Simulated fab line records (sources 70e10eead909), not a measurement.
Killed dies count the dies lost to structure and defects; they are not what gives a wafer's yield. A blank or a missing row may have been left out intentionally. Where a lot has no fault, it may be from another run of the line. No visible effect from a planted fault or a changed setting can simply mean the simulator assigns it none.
A lot that was struck, set against a sound lot || flow nand-harc || 22 out of 1302 route steps
Sound: the wafers L624.1, L624.3, L624.4. Wafers L629.2, L629.4, L629.6 were the ones struck. The cause comes at the end.
Order at every step that has rows: each side's tool, ch and its chambers, its first start. Under that, the readings that differ: sound wafers || struck wafers || difference of the means || sigmas: that difference in standard deviations of wafers without a fault.
alike: a reading whose means differ by less than 2 such deviations, as well as words and numbers matching on both sides. not compared: withheld readings; readings where some wafer has no value; bounds like >300 that might hide an equal value; numbers whose values overlap and for which the record gives no deviation.
Wherever a step has rows on one side only, a row that says differs or no value, or a row with sigmas, the two part there. Numbers that have no deviation but don't overlap get no sigmas and don't part them. A reading missing from all wafers of one side parts the sides only when that side holds two or more wafers.

NHARC_P_CONTACT_CVD_23: deposits W, target thk 200 nm, time 557 s.
  sound: cvd-w-02 ch 0,1; struck: cvd-w-01 ch 1
  alike: heater-power-outer-w, heater-power-w, throttle-valve-pct
NHARC_P_CONTACT_CMP_24: polishes, t overpolish 30 s, target thk 200 nm.
  sound on cmp-04 ch 0,1,3, day 7 13:03; struck on cmp-04 ch 0,1,2, day 9 13:19
  alike: motor-current-A, overpolish-run-s, slurry-filter-dp-kPa, time-to-endpoint-s
  not compared: pad-life-wafers
following that, these wafers have no rows for 1 step: NHARC_P_CONTACT_SRD_26.
NHARC_P_CONTACT_INSPECT_27:
  struck on defect-inspect-01, day 9 13:43; sound on defect-inspect-02, day 7 13:26
  alike: raw-defect-count
then, 7 steps without rows for these wafers: NHARC_P_M0_DEP_00 (deposits SiOC, target thk 150 nm); NHARC_P_M0_DEHYDRATE_01 (time 120 s); NHARC_P_M0_HMDS_02 (time 30 s); NHARC_P_M0_COAT_33 (time 65 s); NHARC_P_M0_COAT_03 (resist thk 90 nm); NHARC_P_M0_SOFTBAKE_04 (time 55 s); NHARC_P_M0_EBR_05.
NHARC_P_M0_EXPOSE_06: exposes mask P M0, target cd 90 nm.
  sound on arfi-scanner-03 ch 0, day 7 14:19; struck on arfi-scanner-03 ch 0, day 9 14:37
{"reading": "exposure-dose-mJ-cm2", "sound": "81.10 81.23 81.13", "struck": "121.78 121.93 121.87", "difference": "+40.71", "sigmas": "+99 or more"}
  alike: mask
then, 2 steps without rows for these wafers: NHARC_P_M0_PEB_07 (peb time 65 s); NHARC_P_M0_DEVELOP_08 (develop time 35 s).
NHARC_P_M0_CD_MEAS_09 targets a cd of 90 nm.
  sound on cd-sem-02 ch 0, day 7 14:27; struck on cd-sem-03 ch 0, day 9 14:46
{"reading": "cd-nm (nm)", "sound": "90.5 89.5 88.6", "struck": "114.3 115.3 115.9", "difference": "+25.6", "sigmas": "+30"}
NHARC_P_M0_OVL_MEAS_10: pitch 180 nm.
  struck on overlay-02, day 9 14:51; sound on overlay-02, day 7 14:32
{"reading": "overlay-x-nm (nm)", "sound": "-0.2 0.1 -0.4", "struck": "1.8 1.7 1.7", "difference": "+1.9", "sigmas": "+2"}
  alike: overlay-y-nm
NHARC_P_M0_INSPECT_11:
  struck on defect-inspect-01, day 9 14:53; sound on defect-inspect-02, day 7 14:35
  alike: raw-defect-count
NHARC_P_M0_DESCUM_14: chemistry O2, time 3 s.
  sound on rie-diel-03 ch 0,2,3, day 7 14:38; struck on rie-diel-03 ch 1,2,3, day 9 14:57
{"reading": "model.P_M0.cd-nm (nm)", "sound": "90.99 91.01 89.52", "struck": "114.8 115.6 116.9", "difference": "+25.3", "sigmas": ""}
  alike: drypump-motor-current-A, oes-product-au, rf-vpp-V, showerhead-plenum-p-Torr, throttle-valve-pct
  not compared: rf-hours-counter-h
NHARC_P_M0_ETCH_34: etches the open film in N2/H2, target depth 40 nm, overetch 12 nm, time 43.94 s.
  sound on rie-diel-03 ch 1,2,3, day 7 14:44; struck on rie-diel-03 ch 1,3, day 9 15:02
  alike: drypump-motor-current-A, oes-product-au, rf-vpp-V, showerhead-plenum-p-Torr, throttle-valve-pct
  not compared: rf-hours-counter-h
NHARC_P_M0_ETCH_15: etches the open film in C4F8/Ar, target depth 150 nm, overetch 15 nm, time 82.5 s.
  sound: rie-diel-03 ch 0,2,3; struck: rie-diel-03 ch 0,1,3
{"reading": "model.P_M0.cd-nm (nm)", "sound": "91.15 91.93 89.97", "struck": "115.3 115 116.5", "difference": "+24.6", "sigmas": ""}
  alike: oes-product-au, rf-vpp-V
  not compared: rf-hours-counter-h
NHARC_P_M0_CD_MEAS_16:
  struck on cd-sem-02, day 9 15:14; sound on cd-sem-01, day 7 14:56
{"reading": "cd-nm (nm)", "sound": "91.0 91.5 89.9", "struck": "115.4 114.6 116.3", "difference": "+24.6", "sigmas": "+21"}
-- record jumps: 19 days between struck wafers' starts before vs after; left off in module P_M0, resumes in module END, first step shown is number 1302 of the route --
NHARC_END_SORT_01:
  sound on prober-01 ch 0, day 25 13:46; struck on prober-01 ch 0, day 28 06:53
{"reading": "killed-short", "sound": "1 2 2", "struck": "4 5 5", "difference": "+3", "sigmas": "+2"}
  alike: defect-limited-yield, killed-at-array, killed-at-other, killed-at-periphery, killed-dies, killed-open

== WHERE THEY PART ==
Earliest at NHARC_P_M0_EXPOSE_06; latest, in this record, at NHARC_END_SORT_01.

WHY: whatever the simulator had introduced
Drift in process parameters on arfi-scanner-03 at NHARC_P_M0_EXPOSE_06, starting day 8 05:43. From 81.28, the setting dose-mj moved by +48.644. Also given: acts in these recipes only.
